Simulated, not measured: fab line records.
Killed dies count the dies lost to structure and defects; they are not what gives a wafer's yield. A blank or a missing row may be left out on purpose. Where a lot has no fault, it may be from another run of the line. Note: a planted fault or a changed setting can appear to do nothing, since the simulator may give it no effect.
Split-lot trial -- flow n5Finfet -- on a route of 1938 steps: 7 lots, 21 wafers read

THE SPLIT ITSELF
At N5_BEOL_M2_TRENCH_ETCH_37 (etches SiOC in C4F6/O2, target depth 55.555 nm, time 29.2 s), the setting biasW was moved away from the recipe's 185 W on 3 of the 21 wafers read, by -16.6% to +4.6%. This setting was run at the recipe's value on the other wafers.

Reading taken at the split's own step.

THE READING
rfVppV, in V, at N5_BEOL_M2_TRENCH_ETCH_37 (etches SiOC in C4F6/O2, target depth 55.555 nm, time 29.2 s). On this fab line, fault-free wafers typically give 665 V with a standard deviation of 14 V.

wafer,"tool, chamber at the split","biasW as run, W",against the recipe,"rfVppV, V",against lot-mates on the recipe
L079.2,"rieDiel-03, 2",185,recipe,649,-
L079.3,"rieDiel-03, 0",185,recipe,660,-
L079.4,"rieDiel-03, 3",185,recipe,647,-
L080.1,"rieDiel-03, 3",185,recipe,647,-
L080.2,"rieDiel-03, 1",185,recipe,647,-
L080.4,"rieDiel-03, 2",185,recipe,649,-
L085.2,"rieDiel-05, 0",193.5,+4.6%,691,+24
L085.4,"rieDiel-05, 1",185,recipe,668,-
L085.6,"rieDiel-05, 1",185,recipe,666,-
L093.2,"rieDiel-03, 0",154.2,-16.6%,570,-76
L093.3,"rieDiel-03, 1",185,recipe,646,-
L093.4,"rieDiel-03, 3",185,recipe,647,-
L094.2,"rieDiel-03, 1",185,recipe,647,-
L094.5,"rieDiel-03, 3",185,recipe,648,-
L094.6,"rieDiel-03, 0",185,recipe,657,-
L095.2,"rieDiel-02, 3",185,recipe,655,-
L095.4,"rieDiel-02, 2",157.8,-14.7%,614,-42
L095.5,"rieDiel-02, 3",185,recipe,657,-
L097.1,"rieDiel-02, 0",185,recipe,671,-
L097.3,"rieDiel-02, 2",185,recipe,695,-
L097.6,"rieDiel-02, 2",185,recipe,695,-

THE FIT
A straight line over all 21 wafers: rfVppV changes by +4.47 V for each +1% of biasW; r = +0.81; the points scatter about the line by 16 V.
The same after taking each lot's own level away (the mean of its wafers on the recipe; 21 wafers): +3.92 V for each +1%; r = +0.94; scatter 7.1 V.
According to that fit, moving biasW by its largest amount changes the reading by 65 V.
Measured against the standard deviation above, the lots' own levels, which go from 646.5 to 687.0 V, span 2.9 times it.
Thus the slope moves with the lot-to-lot level: the two fits are different.
Check: -50.9 V against its lot-mates is what the line predicts for one of the wafers moved furthest among these (-16.6%) when that wafer is left out of the fit. It came out at -76.5 V against them.
Tool readings at the split's step, against how far the setting was moved: rfVppV r = +0.81.

THE OTHER SPLITS THESE WAFERS WENT THROUGH
Other splits were also applied to these wafers ahead of the reading. Each is held against what the fit with the lots' levels taken away leaves over:
other split on the same wafers,wafers away from the commonest value,r with rfVppV (lot level and that fit taken away)
N5_MOL_CONTACT_COAG_PECVD_31 tempC,4,-0.03
N5_BEOL_M1_EXPOSE_25 doseMj,6,-0.33

THE FILE'S OWN FIT
rfVppV changes by +3.9 V for each +1% of biasW, r = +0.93.
